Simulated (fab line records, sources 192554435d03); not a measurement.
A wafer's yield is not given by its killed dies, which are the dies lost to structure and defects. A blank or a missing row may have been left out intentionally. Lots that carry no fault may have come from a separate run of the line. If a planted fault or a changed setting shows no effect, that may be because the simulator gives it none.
Split-lot experiment -- flow n5Finfet -- on a route of 1938 steps: 7 lots, 21 wafers read

== SPLIT DETAILS ==
At N5_BEOL_M14_SPUTTER_43 (material TaN, target thk 15 nm, time 24.19 s), the setting timeS was moved away from the recipe's 24.19 s on 6 of the 21 wafers read, by -14.2% to -6.9%. The other wafers ran this setting at the recipe's value.

The reading is taken at the split's own step.

== THE READING ==
TaN_of_BEOL_M14_SPUTTER_43.thkNm (the simulator's own value, which no gauge read), in nm, at N5_BEOL_M14_SPUTTER_43 (material TaN, target thk 15 nm, time 24.19 s). The file gives no usual value for it. The 15 wafers here that ran the recipe average 14.9 nm, standard deviation 0.19 nm.

wafer,"tool, chamber at the split","timeS as run, s",against the recipe,"TaN_of_BEOL_M14_SPUTTER_43.thkNm, nm",against lot-mates on the recipe
L077.2,"pvdSputter-02, -",24.19,recipe,14.8,-
L077.6,"pvdSputter-02, -",24.19,recipe,14.8,-
L077.4,"pvdSputter-02, -",24.19,recipe,14.6,-
L084.2,"pvdSputter-02, -",22.53,-6.9%,14.2,no lot-mate on the recipe
L084.3,"pvdSputter-02, -",22.53,-6.9%,13.8,no lot-mate on the recipe
L084.5,"pvdSputter-02, -",22.53,-6.9%,13.8,no lot-mate on the recipe
L089.1,"pvdSputter-01, -",24.19,recipe,14.8,-
L089.4,"pvdSputter-01, -",24.19,recipe,15,-
L089.6,"pvdSputter-01, -",24.19,recipe,15.2,-
L093.1,"pvdSputter-01, -",21.47,-11.2%,13.2,-2.0
L093.3,"pvdSputter-01, -",24.19,recipe,15.2,-
L093.6,"pvdSputter-01, -",24.19,recipe,15.2,-
L090.4,"pvdSputter-01, -",24.19,recipe,15,-
L090.5,"pvdSputter-01, -",24.19,recipe,14.8,-
L090.6,"pvdSputter-01, -",24.19,recipe,14.8,-
L092.1,"pvdSputter-03, -",24.19,recipe,15,-
L092.4,"pvdSputter-03, -",24.19,recipe,15,-
L092.3,"pvdSputter-03, -",24.19,recipe,14.8,-
L096.2,"pvdSputter-01, -",20.75,-14.2%,13.4,-1.8
L096.3,"pvdSputter-01, -",20.75,-14.2%,13,-2.2
L096.6,"pvdSputter-01, -",24.19,recipe,15.2,-

THE FIT
A straight line over all 21 wafers: TaN_of_BEOL_M14_SPUTTER_43.thkNm changes by +0.133 nm for each +1% of timeS; r = +0.96; the points scatter about the line by 0.21 nm.
The same after taking each lot's own level away (the mean of its wafers on the recipe; 18 wafers): +0.149 nm for each +1%; r = +0.98; scatter 0.15 nm.
Per that fit: largest timeS move, reading shift of 2.1 nm.
The lots' own levels span 14.73 to 15.20 nm, that is 2.5 times the standard deviation above.
Thus the slope moves with the lot-to-lot level: the two fits are different.
Check: -2.33 nm against its lot-mates is what the line predicts for one of the wafers moved furthest among these (-14.2%) when that wafer is left out of the fit. It came out at -1.8 nm against them.

== THE OTHER SPLITS THESE WAFERS WENT THROUGH ==
These wafers also went through other splits before the reading. Each is held against what the fit with the lots' levels taken away leaves over:
other split on the same wafers,wafers away from the commonest value,r with TaN_of_BEOL_M14_SPUTTER_43.thkNm (lot level and that fit taken away)
N5_BEOL_M13_SPUTTER_45 powerW,3,-0.30

== FILE'S OWN FIT ==
TaN_of_BEOL_M14_SPUTTER_43.thkNm changes by +0.155 nm for each +1% of timeS, r = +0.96.
